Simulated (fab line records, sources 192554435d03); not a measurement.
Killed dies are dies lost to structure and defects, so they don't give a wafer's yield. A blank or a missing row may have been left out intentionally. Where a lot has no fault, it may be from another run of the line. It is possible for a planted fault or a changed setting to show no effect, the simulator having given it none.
fab line records ; flow n5_finfet
record: lots: 6; wafers: 18; last_day: 18
route steps=1938 shown HKMG_FIN@401 PASSIVATION@1936
lots that met no fault: from a run of the same line without faults
start_h: hours from the record's first day to the start of the lot's first wafer shown ; wait_h: how many hours have passed since the lot's step before this one ; " the same as in the row above ; L1.1+2: one row covering several wafers at once ; - no value, or no start given ; * or withheld: withheld ; < > ~ a bound
route shown NAME@n: a module of which the file shows steps, and the number in the route of the first ; usual: the fault-free wafers' mean and standard deviation ; same: alike in all rows ; chamber/n: place in a boat ; sites: per-site readings ; _std_site: their standard deviation ; _edge_site: mean of outer sites minus mean of inner sites ; radius_mm: how far each site lies from the wafer's centre ; mask NAME#n: copy n ; behind: the most recent tool/chamber to have shaped the wafer ; hold: reason for holding the lot/hours on hold/outcome of the hold ; device: the transistor (n, p or np) that didn't switch ; end of line: the same wafers' tests at the end of the route ; a step given without rows: its recipe and nothing more ; killed: not the wafer's yield, but the dies lost to structure and defects at the first sort ; map: the dies of a wafer, with x for killed, . for not killed, _ for no die there
set.NAME: the setting the step ran with; set.NAME@STEP: the setting that earlier step ran with ; model.NAME: the simulator's own value behind a step, which no gauge read
a table for each step, a row for each wafer; lots at some steps of the route
services: from which hour (start_h, from the record's first day; less than 0 if before it) a tool's chamber was out of use, for how many hours, and why
== steps ==
step: N5_HKMG_FIN_DESCUM_53
recipe: chemistry: O2; time_s: 7.9; source_power_w: 50; bias_power_w: 20; pressure_mtorr: 20; rf_frequency_hz: 2.712e+07; temp_c: 40; resist: CAR-ArF; o2_flow_sccm: 225
usual: drypump_motor_current_A: 5.6/0.43; oes_product_au: 0.79/0.052; rf_vpp_V: 243.0/1.3; showerhead_plenum_p_Torr: 2.09/0.068; throttle_valve_pct: 20.38/0.19
lot.wafer;tool;chamber;start_h;wait_h;drypump_motor_current_A;oes_product_au;rf_hours_counter_h;rf_vpp_V;showerhead_plenum_p_Torr;throttle_valve_pct
L648.1;rie_diel-02;0;77.43;0.0;6.1;0.83;88;241.8;2.00;20.24
L648.2;rie_diel-02;2;77.43;0.0;5.8;0.82;65;243.9;2.18;20.10
L648.5;rie_diel-02;3;77.43;0.0;4.9;0.91;-;244.5;2.17;20.61
L651.3;rie_diel-02;3;95.50;0.0;4.9;0.90;18;243.9;2.17;20.62
L651.5;rie_diel-02;3;95.50;0.0;4.9;0.89;-;243.4;2.17;20.62
L651.6;rie_diel-02;2;95.50;0.0;5.8;0.81;-;246.9;2.18;20.10
L661.2;rie_diel-01;1;155.18;0.0;5.8;0.80;89;241.8;2.03;20.15
L661.5;rie_diel-01;1;155.18;0.0;5.8;0.80;-;241.4;2.03;20.19
L661.6;rie_diel-01;2;155.18;0.0;5.6;0.81;-;243.9;2.12;20.30
L663.3;rie_diel-02;1;167.92;0.0;5.2;0.75;121;243.2;2.09;20.33
L663.5;rie_diel-02;1;167.92;0.0;5.2;0.77;-;243.2;2.09;20.32
L663.6;rie_diel-02;2;167.92;0.0;5.8;0.78;-;245.2;2.17;20.14
L664.1;rie_diel-02;2;172.83;0.0;5.8;0.79;97;245.7;2.17;20.14
L664.2;rie_diel-02;1;172.83;0.0;5.2;0.75;123;241.8;2.09;20.32
L664.3;rie_diel-02;3;172.83;0.0;4.8;0.84;45;243.7;2.16;20.65
L670.1;rie_diel-01;1;215.54;0.4;5.8;0.78;108;241.5;2.02;20.21
L670.4;rie_diel-01;0;215.54;0.4;6.2;0.74;138;242.4;2.03;20.67
L670.6;rie_diel-01;2;215.54;0.4;5.6;0.78;-;243.7;2.11;20.30
step: N5_HKMG_FIN_ETCH_54
recipe: chemistry: CF4; target: SiARC; target_depth_a: 455; mask_material: CAR-ArF; time_s: 75.8; ion_energy_ev: 80; pressure_mtorr: 40; source_w: 545; bias_w: 36; Ar_flow_sccm: 100; cf4_flow_sccm: 100; ends: cleared
step: N5_HKMG_FIN_ETCH_55
recipe: chemistry: N2/H2; target: SOC; target_depth_a: 2400; temp_c: 40; time_s: 300; ion_energy_ev: 200; mask_material: SiARC; pressure_mtorr: 30; source_w: 840; bias_w: 150; n2_flow_sccm: 200; h2_flow_sccm: 200
step: N5_HKMG_FIN_STRIP_56
recipe: chemistry: N2/H2; temp_c: 40; n2_flow_sccm: 200; h2_flow_sccm: 200; rf_frequency_hz: 6e+07
step: N5_HKMG_FIN_STRIP_57
recipe: chemistry: CF4; resist: SiARC; power_w: 300; bias_power_w: 75; pressure_mtorr: 50; cf4_flow_sccm: 150; rf_frequency_hz: 6e+07
usual: drypump_motor_current_A: 5.6/0.43; oes_product_au: 0.79/0.05; rf_vpp_V: 271.3/1.4; showerhead_plenum_p_Torr: 1.79/0.06; throttle_valve_pct: 13.52/0.15
lot.wafer;tool;chamber;start_h;wait_h;drypump_motor_current_A;oes_product_au;rf_hours_counter_h;rf_vpp_V;showerhead_plenum_p_Torr;throttle_valve_pct
L648.1;rie_diel-02;0;77.71;0.0;6.1;0.81;88;269.7;1.74;13.56
L648.2;rie_diel-02;2;77.71;0.0;5.8;0.82;66;272.9;1.90;13.40
L648.5;rie_diel-02;3;77.71;0.0;4.9;0.90;-;272.2;1.83;13.41
L651.3;rie_diel-02;3;95.78;0.0;4.9;0.90;19;272.5;1.83;13.43
L651.5;rie_diel-02;3;95.78;0.0;4.9;0.89;-;272.2;1.83;13.43
L651.6;rie_diel-02;2;95.78;0.0;5.8;0.82;-;273.8;1.90;13.40
L661.2;rie_diel-01;1;155.46;0.0;5.7;0.80;89;270.2;1.74;13.38
L661.5;rie_diel-01;1;155.46;0.0;5.7;0.80;-;271.1;1.74;13.36
L661.6;rie_diel-01;2;155.46;0.0;5.6;0.80;-;270.8;1.81;13.39
L663.3;rie_diel-02;1;168.20;0.0;5.2;0.75;121;270.6;1.78;13.40
L663.5;rie_diel-02;1;168.20;0.0;5.2;0.76;-;271.3;1.78;13.39
L663.6;rie_diel-02;2;168.20;0.0;5.8;0.79;-;272.6;1.89;13.46
L664.1;rie_diel-02;2;173.11;0.0;5.8;0.79;97;273.6;1.89;13.46
L664.2;rie_diel-02;1;173.11;0.0;5.2;0.76;123;271.4;1.78;13.38
L664.3;rie_diel-02;3;173.11;0.0;4.9;0.84;45;271.1;1.82;13.49
L670.1;rie_diel-01;1;215.82;0.0;5.8;0.78;108;269.8;1.74;13.42
L670.4;rie_diel-01;0;215.82;0.0;6.2;0.74;138;270.1;1.74;13.81
L670.6;rie_diel-01;2;215.82;0.0;5.6;0.78;-;272.3;1.80;13.44
step: N5_HKMG_FIN_ETCH_58
recipe: chemistry: N2/H2; target: SOC; target_depth_a: 2158; ion_energy_ev: 50; bias_w: 13; time_s: 741; pressure_mtorr: 30; source_w: 875; n2_flow_sccm: 200; h2_flow_sccm: 200
usual: drypump_motor_current_A: 5.6/0.43; h2_flow_sccm: 200.0/0.63; n2_flow_sccm: 199.9/0.6; oes_product_au: 0.79/0.051; rf_vpp_V: 99.1/0.94; showerhead_plenum_p_Torr: 2.55/0.098; throttle_valve_pct: 17.81/0.18
lot.wafer;tool;chamber;start_h;wait_h;drypump_motor_current_A;h2_flow_sccm;n2_flow_sccm;oes_product_au;rf_hours_counter_h;rf_vpp_V;showerhead_plenum_p_Torr;throttle_valve_pct
L648.1;rie_diel-02;0;77.73;0.0;6.2;200.9;200.8;0.83;88;97.5;2.44;17.70
L648.2;rie_diel-02;2;77.73;0.0;5.8;199.5;199.5;0.78;66;100.8;2.71;17.86
L648.5;rie_diel-02;3;77.73;0.0;4.9;200.9;200.1;0.92;-;98.4;2.64;17.90
L651.3;rie_diel-02;3;95.80;0.0;4.9;200.3;200.0;0.90;19;100.7;2.63;17.92
L651.5;rie_diel-02;3;95.80;0.0;4.9;200.2;200.3;0.91;-;98.4;2.63;17.92
L651.6;rie_diel-02;2;95.80;0.0;5.8;200.4;200.6;0.78;-;101.4;2.71;17.88
L661.2;rie_diel-01;1;155.48;0.0;5.8;199.4;199.7;0.80;89;97.6;2.44;17.38
L661.5;rie_diel-01;1;155.48;0.0;5.8;199.5;201.0;0.80;-;99.0;2.44;17.37
L661.6;rie_diel-01;2;155.48;0.0;5.6;200.3;200.6;0.81;-;99.0;2.57;17.61
L663.3;rie_diel-02;1;168.22;0.0;5.2;200.4;200.6;0.77;121;99.5;2.55;17.82
L663.5;rie_diel-02;1;168.22;0.0;5.2;200.2;200.9;0.77;-;99.6;2.55;17.78
L663.6;rie_diel-02;2;168.22;0.0;5.8;199.6;199.0;0.75;-;98.2;2.70;17.92
L664.1;rie_diel-02;2;173.13;0.0;5.8;200.2;199.2;0.76;97;100.9;2.70;17.94
L664.2;rie_diel-02;1;173.13;0.0;5.2;200.8;200.1;0.76;123;97.4;2.55;17.81
L664.3;rie_diel-02;3;173.13;0.0;4.9;199.9;200.5;0.86;45;98.6;2.62;17.96
L670.1;rie_diel-01;1;215.84;0.0;5.7;200.7;199.9;0.78;108;98.6;2.43;17.41
L670.4;rie_diel-01;0;215.84;0.0;6.2;200.3;199.8;0.76;138;99.7;2.42;17.79
L670.6;rie_diel-01;2;215.84;0.0;5.6;199.5;201.4;0.79;-;99.4;2.56;17.66
step: N5_HKMG_FIN_STRIP_93
recipe: chemistry: N2/H2; material: SOC; time_s: 20; power_w: 500; temp_c: 40; pressure_mtorr: 50; rf_frequency_hz: 6e+07; bias_power_w: 8; h2_frac: 0.5; n2_flow_sccm: 300; h2_flow_sccm: 300
step: N5_HKMG_FIN_WET_ETCH_76
recipe: chemistry: dNH4OH; mix: 1:50; temp_c: 25; target: Al2O3; stop_on: La2O3; target_depth_nm: 2.25; dry: ipa_marangoni; rinse_time_s: 30; rinse_temp_c: 23
step: N5_HKMG_FIN_STRIP_60
recipe: chemistry: N2/H2; power_w: 2500; temp_c: 300; h2_frac: 0.65; time_s: 360; pressure_mtorr: withheld; n2_flow_sccm: 1750; h2_flow_sccm: 3250
usual: drypump_motor_current_A: 5.7/0.34; h2_flow_sccm: 3251/11; heater_power_w: 456/16; n2_flow_sccm: 1750/5.7
lot.wafer;tool;chamber;start_h;wait_h;drypump_motor_current_A;h2_flow_sccm;heater_power_w;n2_flow_sccm;rf_hours_counter_h
L648.1;plasma_asher-01;0;78.31;0.0;6.2;3233;464;1755;88
L648.2;plasma_asher-01;1;78.31;0.0;5.7;3252;449;1753;88
L648.5;plasma_asher-01;1;78.31;0.0;5.7;3265;446;1754;-
L651.3;plasma_asher-01;1;96.84;0.1;5.7;3253;454;1746;-
L651.5;plasma_asher-01;1;96.84;0.1;5.7;3257;452;1747;-
L651.6;plasma_asher-01;0;96.84;0.1;6.2;3252;461;1760;-
L661.2;plasma_asher-01;0;156.06;0.0;6.2;3235;456;1744;106
L661.5;plasma_asher-01;1;156.06;0.0;5.7;3259;444;1761;-
L661.6;plasma_asher-01;0;156.06;0.0;6.2;3243;465;1742;-
L663.3;plasma_asher-02;1;168.95;0.1;5.5;3248;444;1763;-
L663.5;plasma_asher-02;0;168.95;0.1;5.3;3254;485;1745;-
L663.6;plasma_asher-02;1;168.95;0.1;5.5;3242;447;1748;-
L664.1;plasma_asher-02;1;173.71;0.0;5.5;3234;441;1757;52
L664.2;plasma_asher-02;0;173.71;0.0;5.3;3252;477;1749;52
L664.3;plasma_asher-02;0;173.71;0.0;5.3;3244;480;1745;-
L670.1;plasma_asher-02;0;216.41;0.0;5.3;3254;480;1750;61
L670.4;plasma_asher-02;1;216.41;0.0;5.5;3253;442;1743;-
L670.6;plasma_asher-02;0;216.41;0.0;5.3;3236;475;1744;-
step: N5_HKMG_FIN_WET_ETCH_77
recipe: chemistry: dHCl; mix: 1:10000; temp_c: 25; target: La2O3; stop_on: HfO2; target_depth_nm: 2
step: N5_HKMG_FIN_WET_ETCH_78
recipe: chemistry: dNH4OH; mix: 1:50; temp_c: 25; target: Al2O3; stop_on: La2O3; target_depth_nm: 4.5; dry: ipa_marangoni; rinse_time_s: 30; rinse_temp_c: 23
step: N5_HKMG_FIN_ALD_79
recipe: material: TiN; target_thk_a: 15; temp_c: 400; ald_precursor_family: TiCl4; ald_co_reactant: NH3; pulse_time_s: 1; purge_time_s: 3; co_reactant_purge_time_s: 2; co_reactant_pulse_time_s: 2; ald_cycles: 68; pressure_torr: 3
usual: heater_power_w: 868/81; precursor_pulse_height_rel: 1.001/0.02
same: purge_time_s: 3
lot.wafer;tool;chamber;start_h;wait_h;heater_power_w;precursor_pulse_height_rel
L648.1;ald_metal-02;2;78.80;0.0;839;0.980
L648.2;ald_metal-02;0;78.80;0.0;826;0.998
L648.5;ald_metal-02;1;78.80;0.0;965;1.009
L651.3;ald_metal-02;3;97.27;0.0;752;1.000
L651.5;ald_metal-02;1;97.27;0.0;930;1.008
L651.6;ald_metal-02;2;97.27;0.0;866;0.995
L661.2;ald_metal-02;0;156.56;0.0;827;0.972
L661.5;ald_metal-02;1;156.56;0.0;951;0.988
L661.6;ald_metal-02;0;156.56;0.0;822;1.020
L663.3;ald_metal-03;1;169.32;0.0;869;0.997
L663.5;ald_metal-03;0;169.32;0.0;900;1.018
L663.6;ald_metal-03;3;169.32;0.0;951;0.969
L664.1;ald_metal-02;0;174.21;0.0;822;1.004
L664.2;ald_metal-02;2;174.21;0.0;848;1.050
L664.3;ald_metal-02;1;174.21;0.0;968;0.990
L670.1;ald_metal-02;1;216.90;0.0;959;1.005
L670.4;ald_metal-02;0;216.90;0.0;862;1.025
L670.6;ald_metal-02;2;216.90;0.0;847;1.027
step: N5_HKMG_FIN_CVD_62
recipe: material: a-Si; target_thk_a: 30; temp_c: 500; precursor: Si2H6; pressure_torr: 1; time_s: 20.8
usual: heater_power_w: 1410/140; susceptor_temp_C: 500.01/0.27
lot.wafer;tool;chamber;start_h;wait_h;heater_power_w;susceptor_temp_C;model.a-Si_of_HKMG_FIN_CVD_62.thk_nm
L648.1;thermal_cvd_si-01;2;79.16;0.2;1136;499.76;3
L648.2;thermal_cvd_si-01;1;79.16;0.2;1476;499.77;3.2
L648.5;thermal_cvd_si-01;0;79.16;0.2;1415;500.37;3.2
L651.3;thermal_cvd_si-02;0;97.63;0.2;1427;499.99;3
L651.5;thermal_cvd_si-02;0;97.63;0.2;1473;499.80;3
L651.6;thermal_cvd_si-02;1;97.63;0.2;1428;500.20;3
L661.2;thermal_cvd_si-02;1;156.92;0.2;1678;534.67;8
L661.5;thermal_cvd_si-02;2;156.92;0.2;1589;500.17;3
L661.6;thermal_cvd_si-02;1;156.92;0.2;1703;534.61;8
L663.3;thermal_cvd_si-02;2;169.68;0.2;1536;500.22;3
L663.5;thermal_cvd_si-02;1;169.68;0.2;1694;534.95;8
L663.6;thermal_cvd_si-02;0;169.68;0.2;1477;499.71;3.2
L664.1;thermal_cvd_si-01;1;174.57;0.2;1464;499.86;3.2
L664.2;thermal_cvd_si-01;2;174.57;0.2;1147;500.26;3
L664.3;thermal_cvd_si-01;0;174.57;0.2;1405;499.89;3.2
L670.1;thermal_cvd_si-01;2;217.26;0.2;1141;500.29;3
L670.4;thermal_cvd_si-01;0;217.26;0.2;1390;499.90;3.2
L670.6;thermal_cvd_si-01;2;217.26;0.2;1161;500.59;3
step: N5_HKMG_FIN_RTA_80
recipe: temp_c: withheld; time_s: 2; ambient: N2; idle_temp_c: 600; ramp_up_c_per_s: 150; ramp_down_c_per_s: 60; cool_to_c: 600
step: N5_PASSIVATION_PROBE_49
usual: killed_at_M0_to_M3: 34/11; killed_at_M4_up: 14/5.6; killed_at_contacts: 13/5.9; killed_at_front_end: 40/11; killed_at_other: 4/3.1; killed_dies: 105/16; killed_open: 68/11; killed_short: 34/8.4
same: gross_dies: 1180; killed_at_back_side: 0
lot.wafer;tool;chamber;start_h;wait_h;killed_at_M0_to_M3;killed_at_M4_up;killed_at_contacts;killed_at_front_end;killed_at_other;killed_dies;killed_open;killed_short
L651.3;prober-02;-;299.62;0.1;25;3;12;30;3;73;49;24
L651.5;prober-02;-;299.72;0.2;28;17;13;24;2;84;51;26
L651.6;prober-02;-;299.77;0.3;30;11;10;26;2;79;51;19
killed by level:class
L651.3 FIN_SAQP:geometric_particle:open=10 MOL_CONTACT_COAG:geometric_particle:open=8 BEOL_M3:geometric_particle:open=7 BEOL_M1:geometric_particle:open=5 FIN_SAQP:geometric_particle:short=4 MOL_CONTACT_COAG:geometric_particle:short=4 BEOL_M0:geometric_particle:short=3 BEOL_M0:geometric_particle:open=3
L651.5 MOL_CONTACT_COAG:geometric_particle:open=11 BEOL_M3:geometric_particle:open=9 GATE_CUT:geometric_particle:short=7 BEOL_M0_SAQP:geometric_particle:open=4 BEOL_M0:geometric_particle:open=4 BEOL_M2:geometric_particle:open=4 STI_FIN_REVEAL:geometric_particle:open=3 BEOL_M4:geometric_particle:short=3
L651.6 MOL_CONTACT_COAG:geometric_particle:open=9 BEOL_M2:geometric_particle:open=8 HKMG_FIN:area_etch=8 STARTING-WAFER:geometric_particle:open=5 BEOL_M3:geometric_particle:open=4 FIN_SAQP:geometric_particle:open=3 BEOL_M0_SAQP:geometric_particle:short=3 BEOL_M0:geometric_particle:open=3
== services ==
tool;chamber;start_h;hours;kind
rie_diel-01;-;55.43;14.6;pm
plasma_asher-02;-;64.01;2.1;repair
rie_diel-01;1;71.65;13.0;repair
rie_diel-01;3;89.17;31.4;repair
ald_metal-03;-;96.98;0.6;repair
rie_diel-01;-;116.22;0.3;repair
thermal_cvd_si-02;2;120.78;5.0;repair
thermal_cvd_si-01;-;126.65;0.7;repair
plasma_asher-02;-;146.34;14.6;repair
thermal_cvd_si-01;0;151.85;17.3;repair
thermal_cvd_si-01;-;177.76;3.6;repair
rie_diel-02;2;180.71;1.5;repair
plasma_asher-01;-;182.05;4.8;repair
rie_diel-02;3;182.82;5.4;repair
rie_diel-01;-;205.96;2.7;repair
== key ==
first_sign: step: N5_HKMG_FIN_CVD_62; reading: susceptor_temp_C; direction: up; sigmas: 99+; usual: *; struck: *
effect: step: N5_HKMG_FIN_CVD_62; reading: heater_power_w; direction: up; sigmas: 2.1; usual: *; struck: *
model_effect: step: N5_HKMG_FIN_CVD_62; value: a-Si_of_HKMG_FIN_CVD_62.thk_nm; without: 3; struck: 8
met_at N5_HKMG_FIN_CVD_62
struck_wafers L661.2,L661.6,L663.5
tester_left_out L661,L663
onset_between 97.63 156.92
fault: kind: process_parameter_drift; tool: thermal_cvd_si-02; chamber: 1; onset_h: 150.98; steps: N5_HKMG_FIN_CVD_62; channel: temp_c; offset: *; shape: step; end_h: 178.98; stated: *
tester_left_out: of these lots the tester's yield and bins aren't shown, on N5 and GAA mostly nor the transistor test; their killed dies are dies lost to structure and defects alone, not to doping, threshold or leakage, so they don't give the yield
